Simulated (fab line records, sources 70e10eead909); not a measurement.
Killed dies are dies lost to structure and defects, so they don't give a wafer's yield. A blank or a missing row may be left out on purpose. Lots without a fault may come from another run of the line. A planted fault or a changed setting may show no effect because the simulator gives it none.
Chamber matching | flow nand_harc | NHARC_A_CHANNEL_FILL_D1_ALD_02 on ald_hk-01: 4 sister chambers
The step deposits SiO2, target thk 6 nm, pulse time 10 s, ald cycles 60. 14 wafers are shown with their chamber, then 7 later ones without.

WAFERS WITH THEIR CHAMBER
wafer  | chamber | heater_power_w (W) | precursor_pulse_height_rel
L610.1 | 0       | 442                | 1.000
L610.5 | 2       | 536                | 0.995
L610.6 | 1       | 540                | 0.990
L609.3 | 3       | 488                | 1.006
L609.4 | 2       | 529                | 1.047
L609.6 | 3       | 483                | 0.990
L612.1 | 2       | 523                | 0.974
L612.3 | 1       | 539                | 0.981
L612.6 | 1       | 531                | 1.022
L618.2 | 1       | 532                | 1.016
L618.5 | 3       | 481                | 1.013
L618.6 | 2       | 505                | 0.980
L620.1 | 3       | 465                | 1.007
L620.2 | 0       | 442                | 0.982

SIGNATURES (means of the wafers above)
reading                    | chamber 0 | chamber 1 | chamber 2 | chamber 3 | scatter within a chamber
heater_power_w             | 442.00    | 535.50    | 523.25    | 479.25    | 9.44
precursor_pulse_height_rel | 0.99100   | 1.00225   | 0.99900   | 1.00400   | 0.0222
Rule: a wafer's distance from a chamber is the root of the sum, over the readings, of the square of ((its reading less the chamber's mean) divided by the reading's scatter). The wafer belongs to the nearest chamber; if the next one is less than 2 further off, it can't be placed. The scatter: the root of (the sum of the squares of (reading less its chamber's mean) over the shown wafers, divided by (wafers less chambers)).

WAFERS WITHOUT THEIR CHAMBER
wafer  | heater_power_w (W) | precursor_pulse_height_rel
L620.4 | 534                | 1.010
L626.1 | 444                | 1.025
L626.3 | 506                | 0.987
L626.5 | 499                | 0.933
L627.3 | 460                | 0.972
L627.4 | 538                | 0.994
L627.5 | 478                | 0.987

WHICH CHAMBER EACH WENT THROUGH
wafer  | from the rows above          | in truth
L620.4 | can't be placed: 1 or 2      | 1
L626.1 | 0                            | 0
L626.3 | can't be placed: 2 or 3 or 1 | 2
L626.5 | can't be placed: 3 or 2 or 1 | 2
L627.3 | can't be placed: 0 or 3      | 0
L627.4 | can't be placed: 1 or 2      | 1
L627.5 | 3                            | 3
Placed correctly: 2 of 7. Can't be placed from these rows: 5 (the true chamber is among the candidates in 5). Placed wrongly: 0.
